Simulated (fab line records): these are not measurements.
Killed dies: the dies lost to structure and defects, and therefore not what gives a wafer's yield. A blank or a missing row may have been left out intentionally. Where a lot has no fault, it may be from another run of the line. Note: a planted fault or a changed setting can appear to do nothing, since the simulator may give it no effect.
Matching of chambers | flow n5_finfet | 4 sister chambers for N5_BEOL_M13_ETCH_68 on rie_diel-03
The step etches SOC in N2/H2, time 355 s. 8 wafers are shown with their chamber, then 7 later ones without.

== EACH WAFER AND ITS CHAMBER ==
wafer  | chamber | drypump_motor_current_A (A) | showerhead_plenum_p_Torr (Torr)
L076.6 | 2       | 5.8                         | 2.57
L078.5 | 3       | 6.2                         | 2.44
L078.6 | 2       | 5.9                         | 2.57
L085.1 | 3       | 6.2                         | 2.43
L085.2 | 1       | 5.2                         | 2.60
L085.6 | 1       | 5.2                         | 2.60
L090.3 | 0       | 6.0                         | 2.46
L090.5 | 0       | 6.0                         | 2.46

== WAFERS MISSING THEIR CHAMBER ==
wafer  | drypump_motor_current_A (A) | showerhead_plenum_p_Torr (Torr)
L090.6 | 6.1                         | 2.43
L096.3 | 5.2                         | 2.59
L096.4 | 6.2                         | 2.42
L096.6 | 6.2                         | 2.42
L082.1 | 5.2                         | 2.59
L082.3 | 6.2                         | 2.42
L082.6 | 5.8                         | 2.55

== THE CHAMBER EACH PASSED THROUGH ==
wafer  | from the rows above | in truth
L090.6 | 3                   | 3
L096.3 | 1                   | 1
L096.4 | 3                   | 3
L096.6 | 3                   | 3
L082.1 | 1                   | 1
L082.3 | 3                   | 3
L082.6 | 2                   | 2
Correctly placed: 7 of 7. Can't be placed from these rows: 0. Placed wrongly: 0.
How it was worked out, from the rows above alone: a wafer's distance from a chamber is the root of the sum, over the readings, of the square of ((its reading less the chamber's mean) divided by the reading's scatter). If the next closest chamber is less than 2 further off than the closest, the wafer can't be placed; otherwise it belongs to the closest. Each chamber's mean is taken over the wafers shown for it. The scatter: take each reading less its chamber's mean, square it, sum over the shown wafers, divide by the number of wafers less the number of chambers, and take the root.
